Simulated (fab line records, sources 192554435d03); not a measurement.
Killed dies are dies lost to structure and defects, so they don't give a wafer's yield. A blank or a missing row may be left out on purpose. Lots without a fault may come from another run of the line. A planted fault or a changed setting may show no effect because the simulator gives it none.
fab line records | flow n5_finfet
record lots=4 wafers=12 last_day=16
route steps=1938 shown BEOL_M2@919 BEOL_M3@931 BEOL_M4@1111 PASSIVATION@1936
lots that met no fault: from a run of the same line without faults
start_h: hours from the record's first day to the start of the lot's first wafer shown | wait_h: hours since the lot's step before | " the same as in the row above | L1.1+2: a row that stands for several wafers | - no value, or no start given | * or withheld: withheld | < > ~ a bound
route shown NAME@n: a module of which the file shows steps, and the number in the route of the first | usual: mean/standard deviation of fault-free wafers | same: alike in all rows | chamber/n: place in a boat | sites: the reading at each site | _std_site: their standard deviation | _edge_site: outer sites' mean less inner sites' | radius_mm: how far each site lies from the wafer's centre | mask NAME#n: copy n | behind: the tool/chamber that last shaped the wafer | hold: why the lot was held/for how many hours/how that ended | device: the transistor (n, p or np) that didn't switch | end of line: the same wafers' tests at the end of the route | a step without rows: its recipe alone | killed: dies lost to structure and defects at the first sort, not the wafer's yield | map: a wafer's dies, x killed, . not, _ none there
set.NAME: the setting as run; set.NAME@STEP: as run at that earlier step | model.NAME: the simulator's own value behind a step, which no gauge read
lots at some steps of the route; a table a step, a row a wafer
services: from which hour (start_h, from the record's first day; less than 0 if before it) a tool's chamber was out of use, for how many hours, and why
## steps
# step N5_BEOL_M2_ANNEAL_95
# recipe temp_c=400 time_s=240 ambient=vacuum
# step N5_BEOL_M2_SPUTTER_96
# recipe material=Cu target_thk_a=45 temp_c=-20 chamber_pressure_pa=0.07 power_w=withheld time_s=8.29
# step N5_BEOL_M2_ECD_50
# recipe material=Cu target_thk_a=3000
# step N5_BEOL_M2_ANNEAL_51
# recipe temp_c=225 time_s=90 ambient=N2
# step N5_BEOL_M2_CMP_52
# recipe stop_on=SiOC t_overpolish_s=6.8 down_force_psi=1 platen_rpm=50 clearing_platen_down_force_psi=1.5 clearing_platen_rpm=50 post_cmp_clean=cu_alkaline target_thk_nm=40 clearing_platen_pad_velocity_m_s=0.99484 pad_velocity_m_s=0.99484
# step N5_BEOL_M2_PRE_CLEAN_60
# recipe gas=NH3/H2 time_s=15 temp_c=* rf_power_w=300
# step N5_BEOL_M2_CO_CAP_55
# recipe material=Co target_thk_a=20 temp_c=200 precursor=CCTBA/H2 pressure_torr=30 time_s=102.1
# step N5_BEOL_M2_PRE_CLEAN_56
# recipe gas=NH3 time_s=15 temp_c=withheld rf_power_w=300
# step N5_BEOL_M2_DEP_57
# recipe material=SiCN target_thk_a=80 temp_c=withheld precursor=3MS/NH3 pressure_torr=3 rf_w=202 time_s=14
# step N5_BEOL_M3_ILD_DEP_00
# recipe material=SiOC target_thk_a=790 temp_c=350 precursor=DEMS/O2 pressure_torr=5 rf_w=500 time_s=15.3
# usual heater_power_w=497/110 showerhead_plenum_p_Torr=5.698/0.016 throttle_valve_pct=12.0/0.52
# columns lot.wafer tool chamber start_h wait_h heater_power_w showerhead_plenum_p_Torr throttle_valve_pct model.SiOC_of_BEOL_M3_ILD_DEP_00.thk_nm
L912.2 pecvd-03 0 168.17 0.0 318 5.670 12.1 78.2
L912.4 " 2 " " 364 5.703 12.2 79.4
L912.6 " 0 " " 315 5.678 12.7 79.6
L924.1 pecvd-03 0 239.78 0.0 371 5.664 12.5 129
L924.5 " 1 " " 621 5.709 12.2 79.2
L924.6 " 2 " " 373 5.697 12.2 78.8
L925.3 pecvd-03 0 255.06 0.0 320 5.670 12.7 79.6
L925.4 " 2 " " 355 5.699 12.3 131.2
L925.6 " 1 " " 605 5.702 12.4 79.8
L926.1 pecvd-04 0 267.89 0.0 519 5.687 11.4 78.6
L926.3 " 0 " " 548 5.693 11.5 79
L926.5 " 0 " " 544 5.706 11.3 78.4
# step N5_BEOL_M3_THK_MEAS_01
# recipe reads=SiOC_of_BEOL_M3_ILD_DEP_00
# usual M3_ILD_THK=79.2/1.1
# columns lot.wafer tool chamber start_h wait_h M3_ILD_THK[nm]
L912.2 film_metro-01 - 168.24 0.1 78.1
L912.4 " - " " 79.3
L912.6 " - " " 79.6
L924.1 film_metro-01 - 239.84 0.0 128.9
L924.5 " - " " 79.2
L924.6 " - " " 78.6
L925.3 film_metro-02 - 255.13 0.1 79.7
L925.4 " - " " 131.2
L925.6 " - " " 79.7
L926.1 film_metro-02 - 267.98 0.1 78.6
L926.3 " - " " 78.9
L926.5 " - " " 78.3
# step N5_BEOL_M3_PECVD_72
# recipe material=SiO2 target_thk_a=160 temp_c=400 precursor=TEOS/O2 pressure_torr=5.5 rf_w=450 teos_flow_sccm=53.8 gas=O2 flow_sccm=3000 time_s=18
# step N5_BEOL_M3_HM_DEP_02
# recipe material=TiN target_thk_a=200 temp_c=25 chamber_pressure_pa=0.49996
# step N5_BEOL_M3_COAT_61
# recipe resist=SOC temp_c=250 time_s=60 spin_rpm=1500 resist_thk_nm=60
# step N5_BEOL_M3_COAT_62
# recipe resist=SiARC temp_c=220 time_s=60 spin_rpm=1500 resist_thk_nm=12
# step N5_BEOL_M3_COAT_73
# recipe resist=underlayer temp_c=205 time_s=60 spin_rpm=1500 resist_thk_nm=5
# step N5_BEOL_M3_COAT_05
# recipe resist=CAR-EUV spin_rpm=1500 resist_thk_nm=30
# step N5_BEOL_M3_EBR_07
# recipe solvent=PGMEA ebr_width_mm=1.5
# step N5_BEOL_M3_SOFTBAKE_06
# recipe temp_c=110 time_s=60 resist=CAR-EUV
# step N5_BEOL_M3_EXPOSE_08
# recipe mask_id=M3 na=0.33 source_shape=dipole sigma_inner=0.369 sigma_outer=0.767 polarization=unpolarized dose_mj=33
# step N5_BEOL_M3_PEB_09
# recipe peb_temp_c=100 peb_time_s=60 resist=CAR-EUV
# step N5_BEOL_M3_DEVELOP_10
# recipe develop_time_s=30 developer=TMAH resist=CAR-EUV rinse_liquid=surfactant_rinse dry=air_spin dev_temp_c=23
# step N5_BEOL_M3_DESCUM_16
# recipe chemistry=O2 time_s=7 source_power_w=50 bias_power_w=20 pressure_mtorr=20 rf_frequency_hz=2.712e+07 temp_c=40 resist=CAR-EUV o2_flow_sccm=225
# step N5_BEOL_M3_ETCH_74
# recipe chemistry=N2/H2 target=underlayer target_depth_a=65 mask_material=CAR-EUV time_s=5.2 ion_energy_ev=200 pressure_mtorr=30 source_w=840 bias_w=150 n2_flow_sccm=200 h2_flow_sccm=200 ends=cleared
# step N5_BEOL_M3_ETCH_63
# recipe chemistry=CF4 target=SiARC target_depth_a=156 mask_material=CAR-EUV time_s=26 ion_energy_ev=80 pressure_mtorr=40 source_w=545 bias_w=36 Ar_flow_sccm=100 cf4_flow_sccm=100 ends=cleared
# step N5_BEOL_M3_ETCH_64
# recipe chemistry=N2/H2 target=SOC target_depth_a=750 overetch_a=150 mask_material=SiARC temp_c=40 time_s=112.5 ion_energy_ev=200 pressure_mtorr=30 source_w=840 bias_w=150 n2_flow_sccm=200 h2_flow_sccm=200
# step N5_BEOL_M3_STRIP_65
# recipe chemistry=N2/H2 temp_c=40 n2_flow_sccm=200 h2_flow_sccm=200 rf_frequency_hz=6e+07
# step N5_BEOL_M3_STRIP_75
# recipe chemistry=N2/H2 temp_c=40 n2_flow_sccm=200 h2_flow_sccm=200 rf_frequency_hz=6e+07
# step N5_BEOL_M3_STRIP_66
# recipe chemistry=CF4 resist=SiARC power_w=300 bias_power_w=75 pressure_mtorr=50 cf4_flow_sccm=150 rf_frequency_hz=6e+07
# step N5_BEOL_M3_HM_OPEN_17
# recipe chemistry=Cl2/BCl3 target_depth_a=200 overetch_a=60 target=TiN mask_material=SOC ion_energy_ev=150 pressure_mtorr=10 icp_w=1000 bias_w=126 Cl2_flow_sccm=53.25 bcl3_flow_sccm=21.75 Ar_flow_sccm=25
# step N5_BEOL_M3_STRIP_19
# recipe chemistry=O2 power_w=400 temp_c=40 pressure_mtorr=30 rf_frequency_hz=6e+07 bias_power_w=0 overash_fraction=0.2 o2_flow_sccm=225
# step N5_BEOL_M3_COAT_67
# recipe resist=SOC temp_c=250 time_s=60 spin_rpm=1500 resist_thk_nm=60
# step N5_BEOL_M3_COAT_68
# recipe resist=SiARC temp_c=220 time_s=60 spin_rpm=1500 resist_thk_nm=12
# step N5_BEOL_M3_COAT_76
# recipe resist=underlayer temp_c=205 time_s=60 spin_rpm=1500 resist_thk_nm=5
# step N5_BEOL_M3_COAT_22
# recipe resist=CAR-EUV spin_rpm=1500 resist_thk_nm=30
# step N5_BEOL_M3_CMP_52
# recipe stop_on=SiOC t_overpolish_s=6.8 down_force_psi=1 platen_rpm=50 clearing_platen_down_force_psi=1.5 clearing_platen_rpm=50 post_cmp_clean=cu_alkaline target_thk_nm=40 clearing_platen_pad_velocity_m_s=0.99484 pad_velocity_m_s=0.99484
# usual motor_current_A=5.9/0.45 pad_life_wafers=1122/540
# columns lot.wafer tool chamber start_h wait_h motor_current_A pad_life_wafers model.SiOC_of_BEOL_M3_ILD_DEP_00.thk_nm model.Cu_of_BEOL_M3_ECD_50.thk_nm
L912.4 cmp-01 3 174.81 0.1 6.3 420 76.4 41.4
L912.2 " 2 " " 5.4 423 75.2 40.8
L912.6 " 0 " " 5.4 - 76.6 40.6
L924.1 cmp-04 0 267.61 0.3 5.8 385 126 90
L924.5 " 3 " " 5.5 - 76.2 39
L924.6 " 0 " " 6.0 - 75.8 39.8
L925.4 cmp-01 2 271.84 0.3 5.6 1219 128.2 91.8
L925.3 " 0 " " 5.3 1221 76.6 39
L925.6 " 2 " " 5.6 - 76.8 39.8
L926.3 cmp-01 3 275.61 0.2 6.0 1244 76 38.8
L926.1 " 0 " " 5.5 1245 75.6 38
L926.5 " 2 " " 5.7 - 75.4 39.8
# step N5_BEOL_M4_RC_MEAS_101
# usual DIBL_N=36.2/1.7 DIBL_P=36.2/2.2 IOFF_N=0.16/0.035 IOFF_P=0.21/0.042 ION_N=673/13 ION_P=462/7.9 SS_N=71.4/0.59 SS_P=73.2/0.7 VT_N=250/3.6 VT_P=-251/3.5
# columns lot.wafer tool chamber start_h wait_h DIBL_N[mV/V] DIBL_P[mV/V] IOFF_N[nA/um] IOFF_P[nA/um] ION_N[uA/um] ION_P[uA/um] SS_N[mV/dec] SS_P[mV/dec] VT_N[mV] VT_P[mV]
L912.2 prober-01 0 188.80 0.2 39.6 38.3 0.23 0.27 694 476 72.3 74.5 244 -246
L912.4 " 0 " " 35.0 34.4 0.12 0.20 647 460 71.2 72.3 253 -250
L912.6 " 0 " " 39.2 39.1 0.21 0.30 688 468 72.3 74.3 246 -245
L924.5 prober-02 0 277.56 0.6 34.8 35.5 0.15 0.21 669 461 71.2 72.5 249 -251
L924.6 " 0 " " 37.0 37.2 0.18 0.24 681 465 71.5 73.2 247 -249
L925.3 prober-02 0 281.42 0.3 35.0 34.2 0.13 0.16 657 450 71.1 72.9 251 -256
L925.6 " 0 " " 34.0 33.8 0.12 0.16 662 454 71.3 73.0 254 -255
L926.1 prober-01 0 287.80 0.0 37.7 35.8 0.18 0.20 674 459 70.9 72.5 249 -249
L926.3 " 0 " " 38.4 36.5 0.17 0.21 670 454 71.9 73.7 251 -252
L926.5 " 0 " " 36.7 34.2 0.15 0.18 659 451 71.3 73.1 253 -251
# step N5_PASSIVATION_PROBE_49
# usual defect_limited_yield=91.4/1.4 killed_at_M0_to_M3=31/10 killed_at_M4_up=14/5.6 killed_at_contacts=13/6.3 killed_at_front_end=39/10 killed_at_other=4/3.1 killed_dies=101/16 killed_on_rim=13/3.9 killed_open=65/13 killed_short=34/7.2 sort_bin_5_function=5.1/0.88 sort_bin_6_memory=3.2/0.66 sort_n_pass=1079/16 sort_yield_pct=91.4/1.4
# same gross_dies=1180 killed_at_back_side=0 sort_bin_4_leakage[%]=0 sort_bin_8_speed[%]=0
# columns lot.wafer tool chamber start_h wait_h defect_limited_yield[%] killed_at_M0_to_M3 killed_at_M4_up killed_at_contacts killed_at_front_end killed_at_other killed_dies killed_on_rim killed_open killed_short sort_bin_5_function[%] sort_bin_6_memory[%] sort_n_pass sort_yield_pct[%]
L924.1 prober-02 - 388.02 0.0 0 1103 21 7 41 8 1180 152 71 38 95.7 3.9 0 0
L925.4 prober-02 - 391.93 0.2 0 1134 13 7 25 1 1180 152 49 25 97.0 2.8 0 0
# killed by level:class
L924.1 BEOL_M3:area_dep=1071 FIN_SAQP:geometric_particle:short=9 BEOL_M5:geometric_particle:open=9 BEOL_M0_SAQP:geometric_particle:open=8 FIN_SAQP:geometric_particle:open=6 STI_FIN_REVEAL:geometric_particle:open=6 BEOL_M1:geometric_particle:open=6 DUMMY_GATE:geometric_particle:open=5
L925.4 BEOL_M3:area_dep=1105 BEOL_M4:geometric_particle:open=7 BEOL_M3:geometric_particle:open=7 FIN_SAQP:geometric_particle:short=6 BEOL_M0_SAQP:geometric_particle:open=6 MOL_CONTACT_COAG:geometric_particle:open=5 BEOL_M0_SAQP:geometric_particle:short=4 BEOL_M0:geometric_particle:open=4
# map L924.1 (x killed, . not)
_________________xxxxxxxxxxxx________________
______________xxxxxxxxxxxxxxxxxx_____________
___________xxxxxxxxxxxxxxxxxxxxxxxx__________
__________xxxxxxxxxxxxxxxxxxxxxxxxxx_________
________xxxxxxxxxxxxxxxxxxxxxxxxxxxxxx_______
_______xxxxxxxxxxxxxxxxxxxxxxxxxxxxxxxx______
______xxxxxxxxxxxxxxxxxxxxxxxxxxxxxxxxxx_____
_____xxxxxxxxxxxxxxxxxxxxxxxxxxxxxxxxxxxx____
____xxxxxxxxxxxxxxxxxxxxxxxxxxxxxxxxxxxxxx___
___xxxxxxxxxxxxxxxxxxxxxxxxxxxxxxxxxxxxxxxx__
___xxxxxxxxxxxxxxxxxxxxxxxxxxxxxxxxxxxxxxxx__
__xxxxxxxxxxxxxxxxxxxxxxxxxxxxxxxxxxxxxxxxxx_
__xxxxxxxxxxxxxxxxxxxxxxxxxxxxxxxxxxxxxxxxxx_
_xxxxxxxxxxxxxxxxxxxxxxxxxxxxxxxxxxxxxxxxxxxx
_xxxxxxxxxxxxxxxxxxxxxxxxxxxxxxxxxxxxxxxxxxxx
_xxxxxxxxxxxxxxxxxxxxxxxxxxxxxxxxxxxxxxxxxxxx
_xxxxxxxxxxxxxxxxxxxxxxxxxxxxxxxxxxxxxxxxxxxx
_xxxxxxxxxxxxxxxxxxxxxxxxxxxxxxxxxxxxxxxxxxxx
_xxxxxxxxxxxxxxxxxxxxxxxxxxxxxxxxxxxxxxxxxxxx
_xxxxxxxxxxxxxxxxxxxxxxxxxxxxxxxxxxxxxxxxxxxx
_xxxxxxxxxxxxxxxxxxxxxxxxxxxxxxxxxxxxxxxxxxxx
__xxxxxxxxxxxxxxxxxxxxxxxxxxxxxxxxxxxxxxxxxx_
__xxxxxxxxxxxxxxxxxxxxxxxxxxxxxxxxxxxxxxxxxx_
___xxxxxxxxxxxxxxxxxxxxxxxxxxxxxxxxxxxxxxxx__
___xxxxxxxxxxxxxxxxxxxxxxxxxxxxxxxxxxxxxxxx__
____xxxxxxxxxxxxxxxxxxxxxxxxxxxxxxxxxxxxxx___
_____xxxxxxxxxxxxxxxxxxxxxxxxxxxxxxxxxxxx____
______xxxxxxxxxxxxxxxxxxxxxxxxxxxxxxxxxx_____
_______xxxxxxxxxxxxxxxxxxxxxxxxxxxxxxxx______
________xxxxxxxxxxxxxxxxxxxxxxxxxxxxxx_______
__________xxxxxxxxxxxxxxxxxxxxxxxxxx_________
___________xxxxxxxxxxxxxxxxxxxxxxxx__________
______________xxxxxxxxxxxxxxxxxx_____________
_________________xxxxxxxxxxxx________________
# map L925.4 (x killed, . not)
_________________xxxxxxxxxxxx________________
______________xxxxxxxxxxxxxxxxxx_____________
___________xxxxxxxxxxxxxxxxxxxxxxxx__________
__________xxxxxxxxxxxxxxxxxxxxxxxxxx_________
________xxxxxxxxxxxxxxxxxxxxxxxxxxxxxx_______
_______xxxxxxxxxxxxxxxxxxxxxxxxxxxxxxxx______
______xxxxxxxxxxxxxxxxxxxxxxxxxxxxxxxxxx_____
_____xxxxxxxxxxxxxxxxxxxxxxxxxxxxxxxxxxxx____
____xxxxxxxxxxxxxxxxxxxxxxxxxxxxxxxxxxxxxx___
___xxxxxxxxxxxxxxxxxxxxxxxxxxxxxxxxxxxxxxxx__
___xxxxxxxxxxxxxxxxxxxxxxxxxxxxxxxxxxxxxxxx__
__xxxxxxxxxxxxxxxxxxxxxxxxxxxxxxxxxxxxxxxxxx_
__xxxxxxxxxxxxxxxxxxxxxxxxxxxxxxxxxxxxxxxxxx_
_xxxxxxxxxxxxxxxxxxxxxxxxxxxxxxxxxxxxxxxxxxxx
_xxxxxxxxxxxxxxxxxxxxxxxxxxxxxxxxxxxxxxxxxxxx
_xxxxxxxxxxxxxxxxxxxxxxxxxxxxxxxxxxxxxxxxxxxx
_xxxxxxxxxxxxxxxxxxxxxxxxxxxxxxxxxxxxxxxxxxxx
_xxxxxxxxxxxxxxxxxxxxxxxxxxxxxxxxxxxxxxxxxxxx
_xxxxxxxxxxxxxxxxxxxxxxxxxxxxxxxxxxxxxxxxxxxx
_xxxxxxxxxxxxxxxxxxxxxxxxxxxxxxxxxxxxxxxxxxxx
_xxxxxxxxxxxxxxxxxxxxxxxxxxxxxxxxxxxxxxxxxxxx
__xxxxxxxxxxxxxxxxxxxxxxxxxxxxxxxxxxxxxxxxxx_
__xxxxxxxxxxxxxxxxxxxxxxxxxxxxxxxxxxxxxxxxxx_
___xxxxxxxxxxxxxxxxxxxxxxxxxxxxxxxxxxxxxxxx__
___xxxxxxxxxxxxxxxxxxxxxxxxxxxxxxxxxxxxxxxx__
____xxxxxxxxxxxxxxxxxxxxxxxxxxxxxxxxxxxxxx___
_____xxxxxxxxxxxxxxxxxxxxxxxxxxxxxxxxxxxx____
______xxxxxxxxxxxxxxxxxxxxxxxxxxxxxxxxxx_____
_______xxxxxxxxxxxxxxxxxxxxxxxxxxxxxxxx______
________xxxxxxxxxxxxxxxxxxxxxxxxxxxxxx_______
__________xxxxxxxxxxxxxxxxxxxxxxxxxx_________
___________xxxxxxxxxxxxxxxxxxxxxxxx__________
______________xxxxxxxxxxxxxxxxxx_____________
_________________xxxxxxxxxxxx________________
## services
# columns tool chamber start_h hours kind
pecvd-03 0 156.29 5.5 scheduled_down
pecvd-04 0 178.14 6.4 repair
cmp-04 - 206.72 4.0 pm
cmp-04 - 210.72 - consumable_replace:conditioner
cmp-04 - 210.72 - consumable_replace:pad
cmp-04 - 211.32 2.4 repair
cmp-04 - 220.99 1.0 repair
cmp-01 - 232.31 3.4 repair
cmp-04 - 253.81 7.0 pm
pecvd-03 - 258.70 26.5 repair
pecvd-04 2 266.62 5.5 scheduled_down
## key
first_sign step=N5_BEOL_M3_THK_MEAS_01 reading=M3_ILD_THK direction=up sigmas=46 usual=79.2 struck=130.0
effect step=N5_PASSIVATION_PROBE_49 reading=killed_at_M0_to_M3 direction=up sigmas=99+ usual=31 struck=1118
model_effect step=N5_BEOL_M3_ILD_DEP_00 value=SiOC_of_BEOL_M3_ILD_DEP_00.thk_nm without=79.6 struck=130.1
model_effect step=N5_BEOL_M3_CMP_52 value=SiOC_of_BEOL_M3_ILD_DEP_00.thk_nm without=76.6 struck=127.1
more_kills_born_at N5_BEOL_M3_ILD_DEP_00@pecvd-03=2176
met_at N5_BEOL_M3_ILD_DEP_00
struck_wafers L924.1,L925.4
later_rows_left_out L924.1,L925.4
onset_between 168.17 239.78
fault kind=process_parameter_drift tool=pecvd-03 chamber=- onset_h=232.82 steps=N5_BEOL_M3_ILD_DEP_00 channel=target_thk_a offset=* shape=step end_h=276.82 scope=struck_wafers_only acts_in=* stated=*
# later_rows_left_out: the simulator's readings of these wafers behind a module that went badly wrong aren't trusted and aren't shown, but for the sort
